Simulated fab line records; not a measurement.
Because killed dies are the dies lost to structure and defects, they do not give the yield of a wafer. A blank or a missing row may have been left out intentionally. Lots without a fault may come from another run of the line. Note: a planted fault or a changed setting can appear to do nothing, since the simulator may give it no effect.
fab line records + flow nand-harc
record:
- lots: 13
- wafers: 39
- last-day: 33
route steps=1302 shown A_CONTACT@1011 END@1302
lots that met no fault: from a run of the same line without faults
start-h: the number of hours between the record's first day and the start of the first shown wafer of the lot + wait-h: hours elapsed since this lot's preceding step + " identical to the entry in the row above + L1.1+2: several wafers, shown together as one row + - no value present, or no start provided + * or withheld: withheld + < > ~ a bound
route shown NAME@n: a module of which the file shows steps, and the number in the route of the first + usual: mean/standard deviation taken from wafers without a fault + same: alike in all rows + chamber/n: place in a boat + sites: readings site by site + _std_site: how widely they spread, as a standard deviation + _edge_site: outer sites' mean less inner sites' + radius-mm: how far each site lies from the wafer's centre + mask NAME#n: copy n + behind: tool/chamber where the wafer was last shaped + hold: why the lot was held/for how many hours/how that ended + device: whichever transistor did not switch (one of n, p or np) + end of line: the tests these same wafers got at the end of their route + for a step that has no rows: nothing shown but its recipe + killed: dies lost to structure and defects at the first sort, not the wafer's yield + map: a wafer's dies, x killed, . not, _ none there
set.NAME: the setting that was run; set.NAME@STEP: the one run at that earlier step + model.NAME: the simulator's own value behind a step, which no gauge read
route steps across a sampled set of lots; one table per step, one row per wafer
services: from which hour (start-h, from the record's first day; less than 0 if before it) a tool's chamber was out of use, for how many hours, and why
== steps ==
step: NHARC_A_CONTACT_ETCH_117
recipe:
- source-w: withheld
- pressure-mtorr: 20
- bias-v: 3000
- time-s: 190
- target-depth-a: 18500
- ar-flow-sccm: withheld
- c4f8-flow-sccm: withheld
- o2-flow-sccm: withheld
- chemistry: C4F8/O2/Ar
| lot.wafer | tool            | chamber | start-h | wait-h | rf-hours-counter-h |
|-----------|-----------------|---------|---------|--------|--------------------|
| L393.3    | har-cap-etch-02 | 0       | 484.82  | 0.1    | -                  |
| L393.6    | "               | 0       | "       | "      | -                  |
| L393.5    | "               | 1       | "       | "      | -                  |
| L395.1    | har-cap-etch-02 | 1       | 506.67  | 0.1    | 90                 |
| L395.3    | "               | 1       | "       | "      | -                  |
| L395.6    | "               | 1       | "       | "      | -                  |
| L396.2    | har-cap-etch-02 | 0       | 512.97  | 0.1    | 94                 |
| L396.4    | "               | 1       | "       | "      | -                  |
| L396.6    | "               | 1       | "       | "      | -                  |
| L397.2    | har-cap-etch-03 | 0       | 515.37  | 0.1    | 44                 |
| L397.4    | "               | 0       | "       | "      | -                  |
| L397.6    | "               | 0       | "       | "      | -                  |
| L398.2    | har-cap-etch-02 | 0       | 538.27  | 0.1    | 99                 |
| L398.1    | "               | 1       | "       | "      | 99                 |
| L398.6    | "               | 0       | "       | "      | -                  |
| L399.2    | har-cap-etch-02 | 0       | 557.97  | 0.1    | 102                |
| L399.3    | "               | 1       | "       | "      | -                  |
| L399.5    | "               | 1       | "       | "      | -                  |
| L403.2    | har-cap-etch-01 | 0       | 591.97  | 0.1    | 11                 |
| L403.3    | "               | 0       | "       | "      | -                  |
| L403.6    | "               | 1       | "       | "      | -                  |
| L405.1    | har-cap-etch-01 | 0       | 605.95  | 0.1    | 15                 |
| L405.6    | "               | 0       | "       | "      | -                  |
| L405.5    | "               | 1       | "       | "      | -                  |
| L412.1    | har-cap-etch-02 | 0       | 680.77  | 0.1    | 123                |
| L412.3    | "               | 0       | "       | "      | -                  |
| L412.5    | "               | 1       | "       | "      | -                  |
| L411.2    | har-cap-etch-03 | 1       | 687.24  | 0.2    | 72                 |
| L411.4    | "               | 1       | "       | "      | -                  |
| L411.6    | "               | 1       | "       | "      | -                  |
| L414.2    | har-cap-etch-02 | 1       | 701.21  | 0.2    | 127                |
| L414.3    | "               | 1       | "       | "      | -                  |
| L414.6    | "               | 1       | "       | "      | -                  |
| L415.2    | har-cap-etch-01 | 1       | 705.38  | 0.1    | 35                 |
| L415.1    | "               | 0       | "       | "      | 35                 |
| L415.4    | "               | 0       | "       | "      | -                  |
| L416.4    | har-cap-etch-01 | 0       | 717.00  | 0.1    | -                  |
| L416.5    | "               | 1       | "       | "      | -                  |
| L416.6    | "               | 0       | "       | "      | -                  |
step: NHARC_A_CONTACT_ETCH_102
recipe:
- target-depth-a: 1000
- overetch-a: 100
- time-s: 55
- ion-energy-ev: 100
- cf4-flow-sccm: 80
- o2-flow-sccm: 20
- ar-flow-sccm: 0
- rf-w: 300
- bias-w: 100
- chemistry: CF4/O2
usual:
- drypump-motor-current-A: 5.90/0.24
- oes-product-au: 0.994/0.014
- rf-vpp-V: 197.2/1.1
- showerhead-plenum-p-Torr: 1.31/0.038
- throttle-valve-pct: 13.397/0.0096
| lot.wafer | tool        | chamber | start-h | wait-h | drypump-motor-current-A | oes-product-au | rf-hours-counter-h | rf-vpp-V | showerhead-plenum-p-Torr | throttle-valve-pct |
|-----------|-------------|---------|---------|--------|-------------------------|----------------|--------------------|----------|--------------------------|--------------------|
| L393.3    | rie-diel-05 | 3       | 487.28  | 0.1    | 5.74                    | 1.004          | 25                 | 196.5    | 1.28                     | 13.381             |
| L393.5    | "           | 1       | "       | "      | 6.07                    | 0.993          | -                  | 195.0    | 1.25                     | 13.394             |
| L393.6    | "           | 2       | "       | "      | 6.10                    | 0.997          | -                  | 198.0    | 1.32                     | 13.394             |
| L395.3    | rie-diel-12 | 1       | 509.18  | 0.0    | 5.83                    | 1.026          | 17                 | 196.9    | 1.33                     | 13.384             |
| L395.1    | "           | 3       | "       | "      | 5.57                    | 0.965          | 15                 | 197.0    | 1.26                     | 13.391             |
| L395.6    | "           | 1       | "       | "      | 5.82                    | 1.013          | -                  | 198.0    | 1.33                     | 13.389             |
| L396.2    | rie-diel-12 | 2       | 515.45  | 0.1    | 5.78                    | 0.975          | 19                 | 198.5    | 1.33                     | 13.402             |
| L396.4    | "           | 0       | "       | "      | 5.88                    | 0.992          | 19                 | 195.9    | 1.28                     | 13.411             |
| L396.6    | "           | 2       | "       | "      | 5.78                    | 0.990          | -                  | 197.7    | 1.33                     | 13.399             |
| L397.2    | rie-diel-05 | 2       | 517.86  | 0.1    | 6.10                    | 1.010          | 39                 | 197.9    | 1.31                     | 13.397             |
| L397.4    | "           | 0       | "       | "      | 5.42                    | 0.980          | 35                 | 196.2    | 1.30                     | 13.407             |
| L397.6    | "           | 2       | "       | "      | 6.07                    | 1.023          | -                  | 197.3    | 1.31                     | 13.390             |
| L398.2    | rie-diel-08 | 2       | 540.81  | 0.1    | 6.35                    | 0.994          | 31                 | 197.0    | 1.36                     | 13.388             |
| L398.1    | "           | 3       | "       | "      | 5.64                    | 1.015          | 30                 | 195.2    | 1.25                     | 13.385             |
| L398.6    | "           | 0       | "       | "      | 6.08                    | 0.984          | -                  | 196.8    | 1.34                     | 13.390             |
| L399.3    | rie-diel-05 | 2       | 560.48  | 0.1    | 6.09                    | 1.005          | 55                 | 197.6    | 1.31                     | 13.402             |
| L399.2    | "           | 3       | "       | "      | 5.78                    | 0.993          | 52                 | 197.7    | 1.28                     | 13.397             |
| L399.5    | "           | 2       | "       | "      | 6.07                    | 1.000          | -                  | 196.9    | 1.31                     | 13.394             |
| L403.2    | rie-diel-12 | 3       | 595.05  | 0.2    | 5.61                    | 0.980          | 42                 | 196.5    | 1.26                     | 13.374             |
| L403.3    | "           | 1       | "       | "      | 5.81                    | 1.013          | 51                 | 198.7    | 1.32                     | 13.388             |
| L403.6    | "           | 0       | "       | "      | 5.82                    | 0.994          | -                  | 196.9    | 1.28                     | 13.404             |
| L405.1    | rie-diel-08 | 1       | 608.49  | 0.1    | 6.04                    | 0.997          | 9                  | 197.3    | 1.33                     | 13.390             |
| L405.6    | "           | 3       | "       | "      | 5.61                    | 0.988          | -                  | 194.6    | 1.25                     | 13.401             |
| L405.5    | "           | 0       | "       | "      | 6.04                    | 1.001          | -                  | 198.9    | 1.34                     | 13.386             |
| L412.1    | rie-diel-12 | 2       | 683.72  | 0.1    | 5.79                    | 0.997          | 15                 | 198.6    | 1.32                     | 13.400             |
| L412.3    | "           | 1       | "       | "      | 5.81                    | 0.989          | 14                 | 197.7    | 1.32                     | 13.403             |
| L412.5    | "           | 2       | "       | "      | 5.77                    | 0.988          | -                  | 196.8    | 1.32                     | 13.415             |
| L411.4    | rie-diel-12 | 2       | 690.55  | 0.1    | 5.79                    | 1.005          | 17                 | 197.2    | 1.32                     | 13.403             |
| L411.2    | "           | 1       | "       | "      | 5.80                    | 1.011          | 16                 | 197.4    | 1.32                     | 13.388             |
| L411.6    | "           | 3       | "       | "      | 5.57                    | 0.984          | -                  | 196.2    | 1.25                     | 13.384             |
| L414.2    | rie-diel-08 | 0       | 704.26  | 0.1    | 6.05                    | 0.997          | 29                 | 196.7    | 1.34                     | 13.412             |
| L414.3    | "           | 1       | "       | "      | 6.06                    | 0.998          | 28                 | 197.5    | 1.33                     | 13.386             |
| L414.6    | "           | 2       | "       | "      | 6.34                    | 0.994          | -                  | 199.6    | 1.35                     | 13.404             |
| L415.2    | rie-diel-12 | 1       | 707.93  | 0.1    | 5.80                    | 0.996          | 21                 | 198.0    | 1.32                     | 13.400             |
| L415.4    | "           | 2       | "       | "      | 5.80                    | 0.982          | 24                 | 196.7    | 1.32                     | 13.388             |
| L415.1    | "           | 0       | "       | "      | 5.82                    | 1.002          | 18                 | 195.5    | 1.27                     | 13.403             |
| L416.4    | rie-diel-08 | 1       | 719.42  | 0.1    | 6.05                    | 0.990          | 30                 | 199.2    | 1.33                     | 13.406             |
| L416.6    | "           | 0       | "       | "      | 6.04                    | 1.005          | -                  | 197.4    | 1.34                     | 13.403             |
| L416.5    | "           | 1       | "       | "      | 6.06                    | 0.995          | -                  | 196.6    | 1.33                     | 13.398             |
step: NHARC_A_CONTACT_DEP_57
recipe:
- target-thk-a: 53000
- temp-c: 400
- material: aC
usual:
- throttle-valve-pct: 35.000/0.009
| lot.wafer | tool       | chamber | start-h | wait-h | throttle-valve-pct |
|-----------|------------|---------|---------|--------|--------------------|
| L393.3    | acl-dep-01 | 0       | 491.49  | -      | 34.985             |
| L393.5    | "          | 0       | 492.55  | -      | 34.995             |
| L393.6    | "          | 0       | "       | "      | 34.995             |
| L395.1    | acl-dep-02 | 0       | 511.67  | -      | 34.996             |
| L395.3    | "          | 0       | 512.75  | -      | 35.004             |
| L395.6    | "          | 0       | 514.38  | -      | 34.988             |
| L396.2    | acl-dep-02 | 0       | 517.30  | -      | 35.000             |
| L396.4    | "          | 0       | 518.36  | -      | 34.997             |
| L396.6    | "          | 0       | 519.41  | -      | 35.000             |
| L397.2    | acl-dep-01 | 0       | 519.06  | -      | 34.991             |
| L397.4    | "          | 0       | 520.14  | -      | 35.022             |
| L397.6    | "          | 0       | 521.22  | -      | 34.991             |
| L398.1    | acl-dep-03 | 0       | 542.09  | -      | 35.009             |
| L398.2    | "          | 0       | "       | "      | 34.990             |
| L398.6    | "          | 0       | 544.80  | -      | 35.008             |
| L399.2    | acl-dep-02 | 0       | 565.37  | -      | 34.995             |
| L399.3    | "          | 0       | "       | "      | 34.995             |
| L399.5    | "          | 0       | 566.96  | -      | 35.004             |
| L403.2    | acl-dep-02 | 0       | 596.28  | -      | 35.014             |
| L403.3    | "          | 0       | "       | "      | 35.009             |
| L403.6    | "          | 0       | 598.41  | -      | 35.006             |
| L405.1    | acl-dep-03 | 0       | 613.95  | -      | 34.996             |
| L405.5    | "          | 0       | 616.08  | -      | 34.997             |
| L405.6    | "          | 0       | "       | "      | 34.992             |
| L412.1    | acl-dep-03 | 0       | 685.77  | -      | 35.005             |
| L412.3    | "          | 0       | 686.83  | -      | 34.997             |
| L412.5    | "          | 0       | 687.90  | -      | 34.995             |
| L411.2    | acl-dep-02 | 0       | 691.75  | -      | 34.983             |
| L411.4    | "          | 0       | 692.83  | -      | 35.000             |
| L411.6    | "          | 0       | 693.92  | -      | 34.998             |
| L414.2    | acl-dep-03 | 0       | 705.45  | -      | 35.013             |
| L414.3    | "          | 0       | "       | "      | 35.011             |
| L414.6    | "          | 0       | 707.59  | -      | 34.991             |
| L415.1    | acl-dep-01 | 0       | 708.59  | -      | 35.001             |
| L415.2    | "          | 0       | "       | "      | 35.010             |
| L415.4    | "          | 0       | 710.20  | -      | 35.005             |
| L416.4    | acl-dep-02 | 0       | 721.75  | -      | 34.997             |
| L416.5    | "          | 0       | "       | "      | 35.007             |
| L416.6    | "          | 0       | "       | "      | 35.010             |
step: NHARC_A_CONTACT_SOFTBAKE_64
recipe:
- temp-c: 105
- time-s: 55
usual:
- exhaust-pa: 45.1/0.92
- heater-power-total-W: 188.46/0.14
- plate-temp-C: 104.95/0.11
| lot.wafer | tool           | chamber | start-h | wait-h | exhaust-pa | heater-power-total-W | plate-temp-C |
|-----------|----------------|---------|---------|--------|------------|----------------------|--------------|
| L393.3    | litho-track-01 | 0       | 493     | -      | 43.9       | 188.32               | 105.13       |
| L393.5    | "              | 0       | "       | "      | 44.3       | 188.32               | 105.04       |
| L393.6    | "              | 0       | "       | "      | 44.9       | 188.55               | 104.87       |
| L395.1    | litho-track-01 | 0       | 515     | -      | 44.2       | 188.40               | 104.79       |
| L395.3    | "              | 0       | "       | "      | 45.1       | 188.61               | 104.92       |
| L395.6    | "              | 0       | "       | "      | 44.9       | 188.39               | 104.79       |
| L396.2    | litho-track-04 | 0       | 520     | -      | 46.7       | 188.66               | 104.72       |
| L396.4    | "              | 0       | "       | "      | 46.6       | 188.41               | 105.01       |
| L396.6    | "              | 0       | "       | "      | 46.8       | 188.67               | 104.85       |
| L397.2    | litho-track-06 | 0       | 522     | -      | 46.0       | 188.70               | 104.97       |
| L397.4    | "              | 0       | "       | "      | 46.0       | 188.50               | 105.12       |
| L397.6    | "              | 0       | "       | "      | 47.1       | 188.42               | 105.03       |
| L398.1    | litho-track-04 | 0       | 545     | -      | 45.8       | 188.45               | 104.86       |
| L398.2    | "              | 0       | "       | "      | 44.5       | 188.53               | 104.79       |
| L398.6    | "              | 0       | "       | "      | 44.4       | 188.37               | 104.82       |
| L399.2    | litho-track-04 | 0       | 568     | -      | 46.5       | 188.44               | 104.86       |
| L399.3    | "              | 0       | "       | "      | 46.1       | 188.47               | 104.98       |
| L399.5    | "              | 0       | "       | "      | 45.7       | 188.36               | 104.97       |
| L403.2    | litho-track-04 | 0       | 599     | -      | 44.7       | 192.97               | 104.85       |
| L403.3    | "              | 0       | "       | "      | 43.6       | 192.79               | 105.03       |
| L403.6    | "              | 0       | "       | "      | 46.5       | 192.88               | 104.82       |
| L405.1    | litho-track-04 | 0       | 617     | -      | 44.0       | 192.76               | 105.06       |
| L405.5    | "              | 0       | "       | "      | 45.3       | 192.79               | 105.15       |
| L405.6    | "              | 0       | "       | "      | 44.4       | 192.83               | 105.04       |
| L412.1    | litho-track-01 | 0       | 689     | -      | 44.1       | 188.47               | 104.92       |
| L412.3    | "              | 0       | "       | "      | 45.4       | 188.34               | 105.15       |
| L412.5    | "              | 0       | "       | "      | 43.8       | 188.60               | 104.87       |
| L411.2    | litho-track-04 | 0       | 694     | -      | 44.8       | 188.42               | 104.89       |
| L411.4    | "              | 0       | "       | "      | 44.5       | 188.44               | 104.86       |
| L411.6    | "              | 0       | "       | "      | 45.3       | 188.51               | 104.95       |
| L414.2    | litho-track-04 | 0       | 708     | -      | 46.6       | 188.77               | 105.06       |
| L414.3    | "              | 0       | "       | "      | 45.9       | 188.48               | 104.90       |
| L414.6    | "              | 0       | "       | "      | 45.9       | 188.48               | 104.93       |
| L415.1    | litho-track-06 | 0       | 712     | -      | 43.6       | 188.45               | 104.96       |
| L415.2    | "              | 0       | "       | "      | 44.6       | 188.28               | 104.75       |
| L415.4    | "              | 0       | "       | "      | 46.4       | 188.35               | 105.02       |
| L416.4    | litho-track-06 | 0       | 723     | -      | 44.5       | 188.38               | 104.95       |
| L416.5    | "              | 0       | "       | "      | 44.3       | 188.47               | 104.87       |
| L416.6    | "              | 0       | "       | "      | 44.1       | 188.29               | 105.05       |
step: NHARC_END_SORT_01
recipe:
- temp-c: 25
usual:
- killed-at-array: 52/19
- killed-at-other: 1.0/1.2
- killed-at-periphery: 4.1/2.8
- killed-dies: 57/19
- killed-open: 3.1/1.7
- killed-short: 2.5/1.5
same:
- gross-dies: 677
| lot.wafer | tool      | chamber | start-h | wait-h | killed-at-array | killed-at-other | killed-at-periphery | killed-dies | killed-open | killed-short |
|-----------|-----------|---------|---------|--------|-----------------|-----------------|---------------------|-------------|-------------|--------------|
| L396.2    | prober-02 | 0       | 575.99  | 2.8    | 65              | 0               | 6                   | 71          | 4           | 4            |
| L396.4    | prober-02 | 0       | 577.59  | 3.4    | 52              | 3               | 3                   | 58          | 3           | 1            |
| L396.6    | prober-02 | 0       | 579.19  | 4.0    | 47              | 0               | 5                   | 52          | 3           | 2            |
| L405.1    | prober-01 | 0       | 674.86  | 2.5    | 17              | 2               | 12                  | 31          | 3           | 2            |
| L405.5    | prober-01 | 0       | 678.01  | 3.6    | 20              | 4               | 4                   | 28          | 2           | 2            |
| L405.6    | prober-01 | 0       | 678.79  | 3.9    | 22              | 1               | 7                   | 30          | 2           | 3            |
killed by level:class
L396.2 A_CHANNEL_HOLE_D1:chamber-film-flake=39 A_CHANNEL_HOLE_D2:chamber-film-flake=6 A_WL_FILL:chamber-film-flake=6 A_STAIRCASE:chamber-film-flake=5 A_CHANNEL_HOLE_D2:geometric-particle:short=2 P_GATE:chamber-film-flake=2 P_GATE:geometric-particle:short=1 P_GATE:geometric-particle:open=1
L396.4 A_CHANNEL_HOLE_D1:chamber-film-flake=23 A_CHANNEL_HOLE_D2:chamber-film-flake=14 A_WL_FILL:chamber-film-flake=4 A_STAIRCASE:chamber-film-flake=3 A_CONTACT:chamber-film-flake=3 THIN_TSV:chamber-film-flake=3 A_CHANNEL_HOLE_D2:geometric-particle:open=2 P_GATE:geometric-particle:short=1
L396.6 A_CHANNEL_HOLE_D1:chamber-film-flake=30 A_STAIRCASE:chamber-film-flake=4 A_CHANNEL_HOLE_D2:chamber-film-flake=3 A_WL_FILL:chamber-film-flake=3 P_CONTACT:geometric-particle:open=1 P_M2:geometric-particle:open=1 A_ONON_D1:geometric-particle:open=1 A_ONON_D2:geometric-particle:short=1
L405.1 P_GATE:chamber-film-flake=6 A_CHANNEL_HOLE_D1:chamber-film-flake=5 P_BONDPAD:chamber-film-flake=5 A_CONTACT:chamber-film-flake=4 A_WL_FILL:chamber-film-flake=2 A_ONON_D1:geometric-particle:short=1 A_CHANNEL_HOLE_D1:geometric-particle:short=1 A_ONON_D2:geometric-particle:open=1
L405.5 A_CHANNEL_HOLE_D1:chamber-film-flake=7 A_SLIT:chamber-film-flake=6 P_GATE:chamber-film-flake=2 P_BONDPAD:chamber-film-flake=2 A_CONTACT:chamber-film-flake=2 HYBRID_BOND:chamber-film-flake=2 A_ONON_D1:geometric-particle:open=1 A_WL_FILL:geometric-particle:short=1
L405.6 A_CHANNEL_HOLE_D1:chamber-film-flake=6 P_GATE:chamber-film-flake=5 A_WL_FILL:chamber-film-flake=5 A_CONTACT:chamber-film-flake=3 A_STAIRCASE:chamber-film-flake=2 A_SLIT:chamber-film-flake=2 P_M1:geometric-particle:short=1 A_WL_FILL:geometric-particle:open=1
== services ==
| tool            | chamber | start-h | hours | kind   |
|-----------------|---------|---------|-------|--------|
| acl-dep-03      | -       | 481.07  | 13.0  | pm     |
| rie-diel-08     | 2       | 487.02  | 3.5   | repair |
| rie-diel-05     | 0       | 488.97  | 8.7   | repair |
| har-cap-etch-01 | -       | 497.00  | 17.0  | pm     |
| litho-track-01  | -       | 505.00  | 7.0   | pm     |
| litho-track-06  | -       | 529.00  | 7.0   | pm     |
| rie-diel-08     | -       | 544.86  | 9.0   | pm     |
| acl-dep-01      | -       | 548.81  | 13.0  | pm     |
| litho-track-04  | -       | 553.00  | 7.0   | pm     |
| rie-diel-12     | 0       | 576.81  | 15.6  | repair |
| rie-diel-08     | 0       | 578.58  | 4.5   | repair |
| rie-diel-05     | -       | 583.62  | 9.0   | pm     |
| rie-diel-12     | -       | 598.60  | 0.9   | repair |
| rie-diel-12     | 1       | 603.50  | 19.8  | repair |
| acl-dep-02      | -       | 609.70  | 13.0  | pm     |
| rie-diel-12     | -       | 625.01  | 9.0   | pm     |
| rie-diel-08     | 3       | 639.83  | 13.3  | repair |
| rie-diel-05     | 3       | 643.44  | 9.1   | repair |
| rie-diel-08     | 3       | 656.70  | 1.3   | repair |
| acl-dep-03      | -       | 662.07  | 13.0  | pm     |
| rie-diel-12     | 1       | 678.30  | 1.5   | repair |
| rie-diel-08     | 1       | 679.84  | 5.6   | repair |
| rie-diel-08     | 2       | 682.15  | 12.8  | repair |
| rie-diel-08     | -       | 721.97  | 9.0   | pm     |
== key ==
first-sign:
- step: NHARC_A_CONTACT_SOFTBAKE_64
- reading: heater-power-total-W
- direction: up
- sigmas: 31
- usual: *
- struck: *
effect none on later readings
met-at NHARC_A_CONTACT_SOFTBAKE_64
struck-lots L403,L405
tester-left-out L403,L405
not-acting-at NHARC_A_CONTACT_ETCH_117,NHARC_A_CONTACT_ETCH_102,NHARC_A_CONTACT_DEP_57
onset-between 568 599
fault:
- kind: process-parameter-drift
- tool: litho-track-04
- chamber: -
- onset-h: 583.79
- steps: NHARC_A_CONTACT_SOFTBAKE_64
- channel: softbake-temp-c
- offset: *
- shape: step
- end-h: 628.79
- acts-in: *
- stated: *
tester-left-out: of these lots the tester's yield and bins aren't shown, on N5 and GAA mostly nor the transistor test; their killed dies are dies lost to structure and defects alone, not to doping, threshold or leakage, so they don't give the yield
